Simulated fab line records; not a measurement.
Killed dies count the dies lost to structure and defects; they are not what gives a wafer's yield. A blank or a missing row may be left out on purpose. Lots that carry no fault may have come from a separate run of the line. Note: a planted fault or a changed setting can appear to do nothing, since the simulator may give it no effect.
fab line records + flow n5-finfet
record
- lots=6
- wafers=18
- last-day=17
route steps=1938 shown GATE_CUT@472
lots that met no fault: taken from a fault-free run of the same line
start-h: hours from the record's first day to the start of the lot's first wafer shown + wait-h: how many hours have passed since the lot's step before this one + " repeats the value in the row above + L1.1+2: one row covering several wafers at once + - no value present, or no start provided + * or withheld: withheld + < > ~ a bound
route shown NAME@n: names a module that has steps shown in the file, with the first one's number in the route + usual: mean and standard deviation over wafers with no fault + same: alike in all rows + chamber/n: place in a boat + sites: the reading at each site + _std_site: the values' standard deviation + _edge_site: outer sites' mean less inner sites' + radius-mm: how far each site lies from the wafer's centre + mask NAME#n: copy n + behind: the tool/chamber that last shaped the wafer + hold: why the lot went on hold/how many hours it stayed there/how the hold came to an end + device: names the non-switching transistor (n, p or np) + end of line: the tests these same wafers got at the end of their route + a step given without rows: its recipe and nothing more + killed: dies that structure and defects cost at the first sort, which is not the same as the wafer's yield + map: dies across one wafer; x = killed, . = not, _ = none there
set.NAME: the setting the step ran with; set.NAME@STEP: the setting that earlier step ran with + model.NAME: the simulator's own value behind a step, which no gauge read
lots at some steps of the route; a table a step, a row a wafer
services: when a tool's chamber went out of use (start-h, in hours from the record's first day, below 0 if earlier), for how many hours, and the reason
## steps
# step N5_GATE_CUT_SRD_32
# recipe
- time-s=30
- temp-c=23
- rinse-liquid=diw
- dry=ipa-marangoni
# step N5_GATE_CUT_SAC_CAP_01
# recipe
- material=SiNx
- target-thk-a=240
- temp-c=400
- ald-precursor-family=SiH2I2
- ald-co-reactant=N2/H2-plasma
- pulse-time-s=1
- ald-cycles=480
- purge-time-s=2
- co-reactant-purge-time-s=2
- pressure-torr=2
# usual
- heater-power-w=881/120
- precursor-pulse-height-rel=1.001/0.02
| lot.wafer | tool       | chamber | start-h | wait-h | heater-power-w | precursor-pulse-height-rel |
|-----------|------------|---------|---------|--------|----------------|----------------------------|
| L477.3    | ald-sin-02 | 3       | 108.31  | 0.4    | 1080           | 1.000                      |
| L477.4    | "          | 1       | "       | "      | 688            | 0.997                      |
| L477.6    | "          | 3       | 109.39  | 1.5    | 1060           | 0.985                      |
| L478.1    | ald-sin-03 | 3       | 117.75  | 0.0    | 858            | 0.979                      |
| L478.5    | "          | 1       | 118.83  | 1.1    | 833            | 0.972                      |
| L478.6    | "          | 2       | "       | "      | 916            | 1.006                      |
| L484.1    | ald-sin-04 | 2       | 153.99  | 0.0    | 968            | 1.000                      |
| L484.3    | "          | 1       | "       | "      | 803            | 1.042                      |
| L484.5    | "          | 0       | 155.07  | 1.1    | 740            | 1.001                      |
| L488.1    | ald-sin-03 | 1       | 179.00  | 0.2    | 841            | 0.999                      |
| L488.5    | "          | 3       | 180.09  | 1.3    | 827            | 1.027                      |
| L488.6    | "          | 0       | "       | "      | 848            | 0.985                      |
| L490.3    | ald-sin-04 | 0       | 192.87  | 1.8    | 711            | 1.010                      |
| L490.4    | "          | 2       | "       | "      | 929            | 1.021                      |
| L490.6    | "          | 2       | 193.96  | 2.9    | 948            | 1.005                      |
| L493.2    | ald-sin-03 | 0       | 207.98  | 0.7    | 854            | 0.996                      |
| L493.3    | "          | 2       | "       | "      | 903            | 0.974                      |
| L493.6    | "          | 0       | 209.07  | 1.8    | 851            | 0.978                      |
# step N5_GATE_CUT_PECVD_57
# recipe
- material=SiNx
- target-thk-a=210
- temp-c=400
- precursor=SiH4/NH3/N2
- pressure-torr=1.5
- rf-w=300
# usual
- heater-power-w=719/74
- showerhead-plenum-p-Torr=5.14/0.059
- throttle-valve-pct=39.8/1.8
| lot.wafer | tool     | chamber | start-h | wait-h | heater-power-w | showerhead-plenum-p-Torr | throttle-valve-pct |
|-----------|----------|---------|---------|--------|----------------|--------------------------|--------------------|
| L477.3    | pecvd-02 | 2       | 110.50  | 1.1    | 653            | 5.10                     | 36.0               |
| L477.4    | "        | 1       | "       | "      | 663            | 5.26                     | 39.1               |
| L477.6    | "        | 0       | "       | "      | 813            | 5.11                     | 41.2               |
| L478.1    | pecvd-02 | 2       | 119.94  | 1.1    | 640            | 5.09                     | 35.7               |
| L478.5    | "        | 1       | "       | "      | 547            | 5.25                     | 39.0               |
| L478.6    | "        | 2       | "       | "      | 617            | 5.11                     | 35.9               |
| L484.1    | pecvd-04 | 0       | 156.18  | 1.1    | 695            | 5.12                     | 39.8               |
| L484.3    | "        | 2       | "       | "      | 668            | 5.13                     | 42.8               |
| L484.5    | "        | 2       | "       | "      | 659            | 5.14                     | 42.5               |
| L488.1    | pecvd-02 | 2       | 181.19  | 1.1    | 698            | 5.09                     | 36.4               |
| L488.5    | "        | 2       | "       | "      | 700            | 5.09                     | 36.2               |
| L488.6    | "        | 1       | "       | "      | 633            | 5.26                     | 39.3               |
| L490.3    | pecvd-04 | 1       | 195.06  | 1.1    | 791            | 5.10                     | 40.8               |
| L490.4    | "        | 1       | "       | "      | 799            | 5.10                     | 41.1               |
| L490.6    | "        | 0       | "       | "      | 599            | 5.11                     | 39.8               |
| L493.2    | pecvd-02 | 0       | 210.17  | 1.1    | 909            | 5.09                     | 41.7               |
| L493.3    | "        | 1       | "       | "      | 625            | 5.25                     | 39.2               |
| L493.6    | "        | 2       | "       | "      | 684            | 5.09                     | 36.1               |
# step N5_GATE_CUT_CMP_02
# recipe
- stop-on=SiO2
- t-overpolish-s=12.7
- post-cmp-clean=alkaline-brush
- down-force-psi=2.5
- platen-rpm=51.8
- pad-velocity-m-s=1.0307
- target-thk-nm=0
# usual
- motor-current-A=9.1/0.65
- overpolish-run-s=12.700/0.0076
- slurry-flow-ml-min=150.0/0.45
- time-to-endpoint-s=25/3.4
| lot.wafer | tool   | chamber | start-h | wait-h | motor-current-A | overpolish-run-s | slurry-flow-ml-min | time-to-endpoint-s |
|-----------|--------|---------|---------|--------|-----------------|------------------|--------------------|--------------------|
| L477.3    | cmp-03 | 3       | 110.58  | 0.1    | 8.5             | 12.698           | 149.9              | 19                 |
| L477.4    | "      | 0       | "       | "      | 9.5             | 12.703           | 150.2              | 30                 |
| L477.6    | "      | 3       | "       | "      | 8.7             | 12.705           | 149.9              | 23                 |
| L478.1    | cmp-03 | 2       | 120.09  | 0.1    | 9.9             | 12.685           | 150.5              | 21                 |
| L478.6    | "      | 0       | "       | "      | 9.0             | 12.691           | 150.2              | 30                 |
| L478.5    | "      | 1       | "       | "      | 8.5             | 12.710           | 150.0              | 23                 |
| L484.3    | cmp-04 | 3       | 156.33  | 0.1    | 10.2            | 12.689           | 150.1              | 25                 |
| L484.1    | "      | 0       | "       | "      | 7.7             | 12.709           | 150.5              | 26                 |
| L484.5    | "      | 2       | "       | "      | 8.3             | 12.696           | 149.9              | 23                 |
| L488.1    | cmp-03 | 1       | 181.34  | 0.1    | 8.1             | 12.682           | 150.0              | 22                 |
| L488.5    | "      | 3       | "       | "      | 8.4             | 12.701           | 150.0              | 21                 |
| L488.6    | "      | 0       | "       | "      | 9.3             | 12.698           | 149.9              | 31                 |
| L490.3    | cmp-02 | 0       | 195.14  | 0.1    | 9.5             | 12.703           | 148.8              | 27                 |
| L490.4    | "      | 1       | "       | "      | 9.4             | 12.711           | 149.7              | 26                 |
| L490.6    | "      | 1       | "       | "      | 9.5             | 12.701           | 150.7              | 27                 |
| L493.3    | cmp-02 | 3       | 210.26  | 0.1    | 10.0            | 12.700           | 149.3              | 24                 |
| L493.2    | "      | 2       | "       | "      | 8.6             | 12.698           | 149.9              | 24                 |
| L493.6    | "      | 0       | "       | "      | 9.7             | 12.705           | 150.0              | 26                 |
# step N5_GATE_CUT_HM_DEP_46
# recipe
- material=SiO2
- target-thk-a=1300
- temp-c=400
- precursor=TEOS/O2
- pressure-torr=6.5
- rf-w=900
- teos-flow-sccm=161.4
- gas=O2
- flow-sccm=2650
- time-s=26.6
# usual
- heater-power-w=510/66
- showerhead-plenum-p-Torr=8.344/0.029
- throttle-valve-pct=18.7/0.77
| lot.wafer | tool     | chamber | start-h | wait-h | heater-power-w | showerhead-plenum-p-Torr | throttle-valve-pct |
|-----------|----------|---------|---------|--------|----------------|--------------------------|--------------------|
| L477.3    | pecvd-03 | 1       | 110.91  | 0.0    | 555            | 8.374                    | 18.6               |
| L477.4    | "        | 1       | "       | "      | 565            | 8.393                    | 18.5               |
| L477.6    | "        | 2       | "       | "      | 470            | 8.379                    | 18.0               |
| L478.1    | pecvd-03 | 2       | 120.34  | 0.0    | 496            | 8.384                    | 17.6               |
| L478.5    | "        | 2       | "       | "      | 518            | 8.399                    | 18.2               |
| L478.6    | "        | 1       | "       | "      | 466            | 8.368                    | 18.4               |
| L484.1    | pecvd-04 | 0       | 156.59  | 0.0    | 487            | 8.323                    | 18.8               |
| L484.3    | "        | 2       | "       | "      | 534            | 8.351                    | 19.9               |
| L484.5    | "        | 0       | "       | "      | 485            | 8.334                    | 18.7               |
| L488.1    | pecvd-03 | 2       | 181.60  | 0.0    | 583            | 8.359                    | 18.1               |
| L488.5    | "        | 2       | "       | "      | 422            | 8.366                    | 18.1               |
| L488.6    | "        | 0       | "       | "      | 427            | 8.324                    | 19.2               |
| L490.3    | pecvd-03 | 0       | 195.47  | 0.0    | 502            | 8.321                    | 19.0               |
| L490.4    | "        | 0       | "       | "      | 532            | 8.319                    | 18.7               |
| L490.6    | "        | 1       | "       | "      | 607            | 8.367                    | 18.4               |
| L493.2    | pecvd-02 | 2       | 210.59  | 0.0    | 423            | 8.334                    | 16.9               |
| L493.3    | "        | 0       | "       | "      | 702            | 8.318                    | 19.6               |
| L493.6    | "        | 0       | "       | "      | 705            | 8.342                    | 19.8               |
# step N5_GATE_CUT_COAT_34
# recipe
- resist=SOC
- temp-c=250
- time-s=60
- spin-rpm=1500
- resist-thk-nm=60
# step N5_GATE_CUT_COAT_35
# recipe
- resist=SiARC
- temp-c=220
- time-s=60
- spin-rpm=1500
- resist-thk-nm=10
# step N5_GATE_CUT_COAT_27
# recipe
- resist=underlayer
- temp-c=205
- time-s=60
- spin-rpm=1500
- resist-thk-nm=10
# step N5_GATE_CUT_COAT_07
# recipe
- resist=CAR-EUV
- spin-rpm=1500
- resist-thk-nm=30
# step N5_GATE_CUT_EBR_09
# recipe
- solvent=PGMEA
- ebr-width-mm=1.5
# step N5_GATE_CUT_SOFTBAKE_08
# recipe
- temp-c=110
- time-s=60
- resist=CAR-EUV
# step N5_GATE_CUT_EXPOSE_10
# recipe
- mask-id=GATE_CUT
- na=0.33
- source-shape=annular
- sigma-inner=0.35
- sigma-outer=0.8
- polarization=unpolarized
- target-cd-nm=20
- dose-mj=43.25
# usual
- exposure-dose-mJ-cm2=43.18/0.053
- focus-offset-nm=0.0/0.63
- sigma-outer=0.8/0
| lot.wafer | tool           | chamber | start-h | wait-h | mask       | exposure-dose-mJ-cm2 | focus-offset-nm | sigma-outer |
|-----------|----------------|---------|---------|--------|------------|----------------------|-----------------|-------------|
| L477.3    | euv-scanner-02 | -       | 111.25  | -      | GATE_CUT#0 | -                    | -               | -           |
| L477.4    | "              | -       | "       | "      | GATE_CUT#0 | -                    | -               | -           |
| L477.6    | "              | -       | "       | "      | GATE_CUT#0 | -                    | -               | -           |
| L478.1    | euv-scanner-01 | -       | 120.67  | -      | GATE_CUT#0 | -                    | -               | -           |
| L478.5    | "              | -       | "       | "      | GATE_CUT#0 | -                    | -               | -           |
| L478.6    | "              | -       | "       | "      | GATE_CUT#0 | -                    | -               | -           |
| L484.1    | euv-scanner-01 | 0       | 156.88  | -      | GATE_CUT#0 | 43.11                | -0.7            | 0.8         |
| L484.3    | "              | 0       | "       | "      | GATE_CUT#0 | 43.16                | -0.7            | 0.8         |
| L484.5    | "              | 0       | "       | "      | GATE_CUT#0 | 43.11                | -0.4            | 0.8         |
| L488.1    | euv-scanner-01 | 0       | 181.93  | -      | GATE_CUT#0 | 43.13                | 0.4             | 0.8         |
| L488.5    | "              | 0       | "       | "      | GATE_CUT#0 | 43.11                | 1.2             | 0.8         |
| L488.6    | "              | 0       | "       | "      | GATE_CUT#0 | 43.11                | 1.4             | 0.8         |
| L490.3    | euv-scanner-02 | 0       | 195.69  | -      | GATE_CUT#0 | 43.19                | 0.4             | 0.8         |
| L490.4    | "              | 0       | "       | "      | GATE_CUT#0 | 43.18                | -0.2            | 0.8         |
| L490.6    | "              | 0       | "       | "      | GATE_CUT#0 | 43.13                | -0.4            | 0.8         |
| L493.2    | euv-scanner-02 | 0       | 210.93  | -      | GATE_CUT#0 | 43.19                | 0.3             | 0.8         |
| L493.3    | "              | 0       | "       | "      | GATE_CUT#0 | 43.17                | 0.4             | 0.8         |
| L493.6    | "              | 0       | "       | "      | GATE_CUT#0 | 43.16                | 0.1             | 0.8         |
# step N5_GATE_CUT_PEB_11
# recipe
- peb-temp-c=100
- peb-time-s=60
- resist=CAR-EUV
## services
| tool           | chamber | start-h | hours | kind           |
|----------------|---------|---------|-------|----------------|
| ald-sin-04     | -       | 85.25   | 14.0  | pm             |
| euv-scanner-01 | 0       | 87.47   | -     | calibration    |
| euv-scanner-01 | -       | 93.55   | 0.3   | repair         |
| ald-sin-04     | -       | 99.25   | 15.6  | pm             |
| euv-scanner-02 | -       | 99.97   | 1.0   | pm             |
| cmp-02         | -       | 111.91  | 0.3   | repair         |
| euv-scanner-01 | -       | 112.98  | 1.0   | pm             |
| ald-sin-04     | -       | 114.85  | 6.1   | pm             |
| cmp-02         | -       | 119.22  | 4.0   | pm             |
| cmp-04         | -       | 131.04  | 0.9   | repair         |
| pecvd-02       | -       | 136.08  | 14.6  | pm             |
| euv-scanner-01 | -       | 140.87  | 2.1   | repair         |
| pecvd-03       | -       | 141.25  | 0.5   | repair         |
| ald-sin-02     | 1       | 152.03  | 4.5   | repair         |
| cmp-02         | -       | 152.72  | 2.9   | repair         |
| pecvd-02       | 0       | 153.68  | 4.6   | repair         |
| euv-scanner-02 | -       | 156.12  | 1.0   | pm             |
| pecvd-03       | 0       | 160.72  | 5.5   | scheduled-down |
| pecvd-04       | 1       | 163.50  | 5.5   | scheduled-down |
| euv-scanner-01 | -       | 169.13  | 1.0   | pm             |
| ald-sin-02     | -       | 180.96  | 14.6  | pm             |
| cmp-03         | -       | 185.30  | 6.0   | repair         |
| pecvd-02       | 1       | 192.94  | 5.5   | scheduled-down |
| euv-scanner-01 | -       | 208.25  | 1.9   | repair         |
## key
first-sign
- step=N5_GATE_CUT_EXPOSE_10
- reading=tool-record
- direction=missing
effect none on later readings
met-at N5_GATE_CUT_EXPOSE_10
struck-wafers L477.3,L477.4,L477.6,L478.1,L478.5,L478.6
later-rows-left-out L477.3,L477.4,L477.6,L478.1,L478.5,L478.6
sort-left-out L477.3,L477.4,L477.6,L478.1,L478.5,L478.6
fault
- kind=skipped-step-whole
- tool=euv-scanner-01,euv-scanner-02
- chamber=-
- onset-h=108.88
- steps=N5_GATE_CUT_EXPOSE_10
- scope=struck-lots-only
# sort-left-out: the simulated sort isn't trusted on such a fault, so these wafers' sort isn't shown, and their yield isn't known
# later-rows-left-out: the simulator's readings of these wafers behind a module that went badly wrong aren't trusted and aren't shown, but for the sort
